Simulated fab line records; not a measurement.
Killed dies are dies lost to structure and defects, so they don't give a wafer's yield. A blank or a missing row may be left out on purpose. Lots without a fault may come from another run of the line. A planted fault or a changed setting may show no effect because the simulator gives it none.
Chamber matching | flow nandHarc | NHARC_P_CONTACT_ALD_22 on aldMetal-04: 4 sister chambers
The step deposits TiN, target thk 3 nm, pulse time 1 s, ald cycles 150. 4 wafers are shown with their chamber, then 10 later ones without.

## WAFERS PAIRED WITH THEIR CHAMBERS
wafer  | chamber | heaterPowerW (W)
L081.3 | 0       | 1233
L085.2 | 2       | 1305
L088.1 | 1       | 1272
L088.2 | 3       | 1135

## WAFERS WITHOUT THEIR CHAMBER
wafer  | heaterPowerW (W)
L088.4 | 1217
L089.1 | 1227
L089.2 | 1323
L089.5 | 1147
L095.2 | 1190
L095.4 | 1223
L095.5 | 1222
L097.3 | 1208
L097.4 | 1122
L097.6 | 1133

## EACH ONE'S CHAMBER
wafer  | from the rows above     | in truth
L088.4 | 0                       | 0
L089.1 | 0                       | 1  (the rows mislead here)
L089.2 | can't be placed: 2 or 1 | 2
L089.5 | 3                       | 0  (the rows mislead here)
L095.2 | can't be placed: 0 or 3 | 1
L095.4 | 0                       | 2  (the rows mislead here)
L095.5 | 0                       | 0
L097.3 | 0                       | 0
L097.4 | 3                       | 3
L097.6 | 3                       | 3
Correct placement for 5 of the 10. These rows do not allow placing 2 (true chamber among the candidates in 1). 3 placed wrongly.
How it was worked out, from the rows above alone: a wafer's distance from a chamber is the root of the sum, over the readings, of the square of ((its reading less the chamber's mean) divided by the reading's scatter). The wafer belongs to the nearest chamber; if the next one is less than 2 further off, it can't be placed. A chamber's mean is the mean of its shown wafers. The scatter: with one shown wafer a chamber, the root of the mean of the squares of how far each hidden wafer lies from its nearest shown one.
